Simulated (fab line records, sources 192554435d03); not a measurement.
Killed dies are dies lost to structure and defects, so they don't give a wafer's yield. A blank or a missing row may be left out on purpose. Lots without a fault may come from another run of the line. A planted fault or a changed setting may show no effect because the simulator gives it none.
Which tool did it? | flow n5_finfet | 9 lots, 25 wafers sampled, at 5 steps of a route of 1938

WHAT THE GAUGES READ, wafer by wafer
N5_BEOL_M4_RC_MEAS_101. Usual: DIBL_N 37.2 mV/V, standard deviation 2.1; DIBL_P 37.3 mV/V, standard deviation 2.3; IOFF_N 0.18 nA/um, standard deviation 0.041; IOFF_P 0.24 nA/um, standard deviation 0.042; ION_N 680 uA/um, standard deviation 13; ION_P 466 uA/um, standard deviation 7.7; SS_N 71.8 mV/dec, standard deviation 0.68; SS_P 73.5 mV/dec, standard deviation 0.66; VT_N 249 mV, standard deviation 3.6; VT_P -248 mV, standard deviation 3.4.
lot  | measured     | on        | DIBL_N (mV/V)  | DIBL_P (mV/V)  | IOFF_N (nA/um) | IOFF_P (nA/um) | ION_N (uA/um) | ION_P (uA/um) | SS_N (mV/dec)  | SS_P (mV/dec)  | VT_N (mV)   | VT_P (mV)      | flag
L715 | day 8 14:06  | prober-01 | 38.8 37.1 38.4 | 39.0 37.3 38.6 | 0.22 0.19 0.21 | 0.26 0.22 0.25 | 688 686 702   | 462 463 467   | 72.4 72.2 72.2 | 73.5 73.2 73.4 | 248 247 245 | -249 -251 -248 |
L719 | day 9 18:03  | prober-02 | 34.4 35.4 35.9 | 33.7 35.4 35.8 | 0.13 0.14 0.15 | 0.19 0.21 0.22 | 676 668 673   | 468 460 464   | 71.2 71.7 71.1 | 73.0 72.4 73.9 | 254 252 248 | -252 -248 -246 |
L720 | day 9 18:40  | prober-01 | 35.8 37.4 35.7 | 37.3 38.3 36.9 | 0.16 0.17 0.15 | 0.21 0.22 0.19 | 681 670 680   | 466 460 468   | 70.9 71.6 71.0 | 72.9 73.8 73.2 | 252 250 251 | -251 -252 -253 |
L724 | day 10 13:31 | prober-01 | 42.0 39.3 40.1 | 39.8 37.0 38.6 | 0.26 0.19 0.23 | 0.28 0.23 0.26 | 686 676 709   | 462 457 480   | 72.7 72.1 72.5 | 74.2 74.4 74.3 | 242 249 243 | -247 -248 -243 |
L725 | day 11 22:16 | prober-01 | 42.6 39.3 40.7 | 43.0 38.8 41.2 | 0.30 0.20 0.24 | 0.35 0.26 0.31 | 715 678 700   | 480 464 470   | 72.6 72.6 72.9 | 74.8 73.9 74.8 | 241 249 244 | -246 -251 -248 |
L735 | day 14 20:22 | prober-01 | 33.0 34.9      | 34.6 36.7      | 0.12 0.14      | 0.19 0.23      | 675 666       | 472 466       | 70.5 71.6      | 72.3 72.7      | 250 252     | -252 -248      |
L736 | day 15 00:02 | prober-02 | 37.5 38.1      | 36.9 37.8      | 0.18 0.20      | 0.25 0.27      | 675 677       | 466 463       | 72.0 72.2      | 73.6 74.2      | 251 248     | -249 -245      |

WHICH TOOL RAN EACH LOT (tool, then ch and the chambers of the sampled wafers, then the start)
lot  | N5_FIN_SAQP_HM_OPEN_73            | N5_FIN_SAQP_RECESS_63             | N5_FIN_SAQP_ETCH_69               | N5_FIN_SAQP_STRIP_70
L715 | rie_diel-05 ch 0,2,3, day 2 10:37 | vapor_etch-01 ch 0,1, day 2 13:23 | rie_diel-05 ch 1,2, day 2 13:52   | rie_diel-05 ch 1,2, day 2 13:58
L719 | rie_diel-05 ch 0,3, day 3 10:10   | vapor_etch-02 ch 0,1, day 3 12:26 | rie_diel-05 ch 2,3, day 3 12:46   | rie_diel-05 ch 2,3, day 3 12:52
L720 | rie_diel-05 ch 0,2, day 3 16:29   | vapor_etch-01 ch 0,1, day 3 18:37 | rie_diel-04 ch 1,3, day 3 19:04   | rie_diel-04 ch 1,3, day 3 19:10
L724 | rie_diel-04 ch 0,2,3, day 4 15:35 | vapor_etch-01 ch 0,1, day 4 18:27 | rie_diel-04 ch 1,2,3, day 4 18:47 | rie_diel-04 ch 1,2,3, day 4 18:53
L725 | rie_diel-04 ch 0,1, day 4 21:31   | vapor_etch-01 ch 0,1, day 5 00:32 | rie_diel-04 ch 0,1, day 5 00:58   | rie_diel-04 ch 0,1, day 5 01:04
L731 | rie_diel-05 ch 0,1,3, day 6 10:32 | vapor_etch-02 ch 0,1, day 6 13:19 | rie_diel-05 ch 0,3, day 6 13:38   | rie_diel-05 ch 0,3, day 6 13:44
L732 | rie_diel-05 ch 0,2,3, day 6 17:13 | vapor_etch-01 ch 0,1, day 6 19:37 | rie_diel-04 ch 0,1,3, day 6 20:04 | rie_diel-04 ch 0,1,3, day 6 20:10
L735 | rie_diel-05 ch 1,3, day 7 10:51   | vapor_etch-02 ch 1, day 7 12:56   | rie_diel-04 ch 0,1, day 7 13:23   | rie_diel-04 ch 0,1, day 7 13:29
L736 | rie_diel-06 ch 1,3, day 7 17:59   | vapor_etch-01 ch 0,1, day 7 21:08 | rie_diel-05 ch 0,2, day 7 21:35   | rie_diel-05 ch 0,2, day 7 21:41
- N5_FIN_SAQP_HM_OPEN_73: chemistry CHF3/O2, target SiO2, stops on a-Si, target depth 12 nm, time 16.8 s.
- N5_FIN_SAQP_RECESS_63: chemistry HF/NH3, target SiO2, target depth 18 nm, afs cycles 3, sublimation time 60 s.
- N5_FIN_SAQP_ETCH_69: etches SOC in N2/H2, stops on SiNx, target depth 150 nm.
- N5_FIN_SAQP_STRIP_70: strips in N2/H2.

WHAT THE TOOLS THEMSELVES READ (means of the sampled wafers that have a number; where no wafer has one, the mark that the record gives instead)
N5_FIN_SAQP_HM_OPEN_73. Usual: drypump_motor_current_A 5.6 A, standard deviation 0.49; oes_f_703_au 0.78 a.u., standard deviation 0.07; oes_o_777_au 0.78 a.u., standard deviation 0.068; oes_product_au 0.47 a.u., standard deviation 0.042; rf_vpp_V 531 V, standard deviation 13; showerhead_plenum_p_Torr 2.42 Torr, standard deviation 0.085; throttle_valve_pct 18.84 %, standard deviation 0.25.
lot  | tool        | drypump_motor_current_A (A) | oes_f_703_au (a.u.) | oes_o_777_au (a.u.) | oes_product_au (a.u.) | rf_vpp_V (V) | showerhead_plenum_p_Torr (Torr) | throttle_valve_pct (%) | flag
L715 | rie_diel-05 | 5.7                         | 0.75                | 0.73                | 0.44                  | 520          | 2.36                            | 18.83                  |
L719 | rie_diel-05 | 5.8                         | 0.75                | 0.74                | 0.45                  | 524          | 2.43                            | 18.93                  |
L720 | rie_diel-05 | 5.6                         | 0.72                | 0.72                | 0.43                  | 514          | 2.29                            | 18.75                  |
L724 | rie_diel-04 | 5.5                         | 0.84                | 0.83                | 0.50                  | 537          | 2.41                            | 18.81                  |
L725 | rie_diel-04 | 5.6                         | 0.78                | 0.78                | 0.48                  | 547          | 2.48                            | 18.54                  |
L731 | rie_diel-05 | 5.7                         | 0.72                | 0.72                | 0.43                  | 529          | 2.42                            | 19.04                  |
L732 | rie_diel-05 | 5.8                         | 0.82                | 0.81                | 0.49                  | 522          | 2.44                            | 18.74                  |
L735 | rie_diel-05 | 5.3                         | 0.70                | 0.70                | 0.42                  | 536          | 2.48                            | 19.18                  |
L736 | rie_diel-06 | 5.9                         | 0.79                | 0.79                | 0.47                  | 529          | 2.42                            | 18.90                  |

N5_FIN_SAQP_RECESS_63. Usual: drypump_motor_current_A 5.04 A, standard deviation 0.26.
lot  | tool          | drypump_motor_current_A (A) | flag
L715 | vapor_etch-01 | 5.00                        |
L719 | vapor_etch-02 | 5.05                        |
L720 | vapor_etch-01 | 4.90                        |
L724 | vapor_etch-01 | 4.90                        |
L725 | vapor_etch-01 | 4.90                        |
L731 | vapor_etch-02 | -                           | OFF
L732 | vapor_etch-01 | -                           | OFF
L735 | vapor_etch-02 | 5.45                        |
L736 | vapor_etch-01 | 4.94                        |

N5_FIN_SAQP_ETCH_69. Usual: drypump_motor_current_A 5.6 A, standard deviation 0.48; oes_product_au 0.78 a.u., standard deviation 0.07; rf_vpp_V 240.9 V, standard deviation 1.4; showerhead_plenum_p_Torr 2.55 Torr, standard deviation 0.093; throttle_valve_pct 17.78 %, standard deviation 0.19.
lot  | tool        | drypump_motor_current_A (A) | oes_product_au (a.u.) | rf_vpp_V (V) | showerhead_plenum_p_Torr (Torr) | throttle_valve_pct (%) | flag
L715 | rie_diel-05 | 5.2                         | 0.71                  | 241.4        | 2.54                            | 17.83                  |
L719 | rie_diel-05 | 5.4                         | 0.71                  | 241.0        | 2.54                            | 17.79                  |
L720 | rie_diel-04 | 5.9                         | 0.79                  | 240.5        | 2.51                            | 17.70                  |
L724 | rie_diel-04 | 5.8                         | 0.79                  | 240.7        | 2.56                            | 17.78                  |
L725 | rie_diel-04 | 5.2                         | 0.82                  | 241.3        | 2.59                            | 17.56                  |
L731 | rie_diel-05 | 5.9                         | 0.71                  | 241.9        | 2.55                            | 17.90                  |
L732 | rie_diel-04 | 5.5                         | 0.79                  | 240.1        | 2.55                            | 17.67                  |
L735 | rie_diel-04 | 5.3                         | 0.78                  | 242.6        | 2.59                            | 17.60                  |
L736 | rie_diel-05 | 5.8                         | 0.83                  | 241.7        | 2.56                            | 17.45                  |

N5_FIN_SAQP_STRIP_70. Usual: drypump_motor_current_A 5.6 A, standard deviation 0.48; oes_product_au 0.79 a.u., standard deviation 0.073; rf_vpp_V 121.9 V, standard deviation 0.99; showerhead_plenum_p_Torr 3.37 Torr, standard deviation 0.12; throttle_valve_pct 18.80 %, standard deviation 0.28.
lot  | tool        | drypump_motor_current_A (A) | oes_product_au (a.u.) | rf_vpp_V (V) | showerhead_plenum_p_Torr (Torr) | throttle_valve_pct (%) | flag
L715 | rie_diel-05 | 5.2                         | 0.73                  | 122.3        | 3.36                            | 18.58                  |
L719 | rie_diel-05 | 5.4                         | 0.71                  | 122.2        | 3.35                            | 18.61                  |
L720 | rie_diel-04 | 5.8                         | 0.79                  | 121.6        | 3.32                            | 18.67                  |
L724 | rie_diel-04 | 5.8                         | 0.79                  | 121.6        | 3.38                            | 18.91                  |
L725 | rie_diel-04 | 5.1                         | 0.83                  | 122.4        | 3.43                            | 18.90                  |
L731 | rie_diel-05 | 5.9                         | 0.71                  | 122.0        | 3.37                            | 18.74                  |
L732 | rie_diel-04 | 5.5                         | 0.79                  | 122.2        | 3.36                            | 18.81                  |
L735 | rie_diel-04 | 5.4                         | 0.78                  | 121.6        | 3.44                            | 18.91                  |
L736 | rie_diel-05 | 5.8                         | 0.85                  | 122.3        | 3.39                            | 18.27                  |

THE ANSWER, worked out from the rows above alone
Rule: a lot is off if the mean of its wafers that have a number lies more than 3 standard deviations from the usual mean. A lot without any number at a reading at which 4 lots or more have one is off too. The other lots that the step has rows for count as sound. The gauges are gone through in route order, then the tools' own readings, and for those a lot's mean is taken as printed above. The first step at which some lot is off is used, and at that step the reading that is off furthest; a lot without a number counts as furthest.
Off: L731, L732, at N5_FIN_SAQP_RECESS_63 (drypump_motor_current_A). Without a number there: L731, L732.
A tool fits if, at that step or a process step before it, it ran every lot that is off, and no sound lot after the first of them. None of those tried fits.

WHAT THE SIMULATOR HAD PUT IN
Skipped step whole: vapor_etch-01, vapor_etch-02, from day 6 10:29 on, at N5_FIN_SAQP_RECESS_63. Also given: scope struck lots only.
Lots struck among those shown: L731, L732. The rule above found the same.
